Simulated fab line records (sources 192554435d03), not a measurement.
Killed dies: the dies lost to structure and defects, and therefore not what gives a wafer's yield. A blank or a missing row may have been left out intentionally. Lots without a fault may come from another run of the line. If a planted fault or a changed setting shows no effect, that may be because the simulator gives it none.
Chamber matching || flow n5_finfet || N5_MOL_CONTACT_COAG_ETCH_89 on rie_diel-05: 4 sister chambers
The step etches underlayer in N2/H2, target depth 13 nm, time 10.4 s. 4 wafers are shown with their chamber, then 12 later ones without.

EACH WAFER AND ITS CHAMBER
{"wafer": "L086.2", "chamber": 0, "showerhead_plenum_p_Torr (Torr)": 2.51}
{"wafer": "L086.5", "chamber": 1, "showerhead_plenum_p_Torr (Torr)": 2.59}
{"wafer": "L089.5", "chamber": 2, "showerhead_plenum_p_Torr (Torr)": 2.34}
{"wafer": "L089.6", "chamber": 3, "showerhead_plenum_p_Torr (Torr)": 2.70}

WAFERS WITH NO CHAMBER GIVEN
{"wafer": "L090.1", "showerhead_plenum_p_Torr (Torr)": 2.50}
{"wafer": "L090.4", "showerhead_plenum_p_Torr (Torr)": 2.59}
{"wafer": "L090.6", "showerhead_plenum_p_Torr (Torr)": 2.59}
{"wafer": "L095.1", "showerhead_plenum_p_Torr (Torr)": 2.58}
{"wafer": "L095.4", "showerhead_plenum_p_Torr (Torr)": 2.34}
{"wafer": "L095.5", "showerhead_plenum_p_Torr (Torr)": 2.70}
{"wafer": "L096.1", "showerhead_plenum_p_Torr (Torr)": 2.69}
{"wafer": "L096.2", "showerhead_plenum_p_Torr (Torr)": 2.58}
{"wafer": "L096.4", "showerhead_plenum_p_Torr (Torr)": 2.69}
{"wafer": "L097.3", "showerhead_plenum_p_Torr (Torr)": 2.33}
{"wafer": "L097.4", "showerhead_plenum_p_Torr (Torr)": 2.33}
{"wafer": "L097.5", "showerhead_plenum_p_Torr (Torr)": 2.58}

WHICH CHAMBER EACH ONE RAN IN
{"wafer": "L090.1", "from the rows above": 0, "in truth": 0}
{"wafer": "L090.4", "from the rows above": 1, "in truth": 1}
{"wafer": "L090.6", "from the rows above": 1, "in truth": 1}
{"wafer": "L095.1", "from the rows above": 1, "in truth": 1}
{"wafer": "L095.4", "from the rows above": 2, "in truth": 2}
{"wafer": "L095.5", "from the rows above": 3, "in truth": 3}
{"wafer": "L096.1", "from the rows above": 3, "in truth": 3}
{"wafer": "L096.2", "from the rows above": 1, "in truth": 1}
{"wafer": "L096.4", "from the rows above": 3, "in truth": 3}
{"wafer": "L097.3", "from the rows above": 2, "in truth": 2}
{"wafer": "L097.4", "from the rows above": 2, "in truth": 2}
{"wafer": "L097.5", "from the rows above": 1, "in truth": 1}
12 of 12 placed correctly. Number that these rows cannot place: 0. Wrongly placed: 0.
How it was worked out, from the rows above alone: a wafer's distance from a chamber is the root of the sum, over the readings, of the square of ((its reading less the chamber's mean) divided by the reading's scatter). The wafer belongs to the nearest chamber; if the next one is less than 2 further off, it can't be placed. Each chamber's mean is taken over the wafers shown for it. The scatter: root of mean squared gap, hidden wafer to nearest shown wafer, with one shown wafer a chamber.
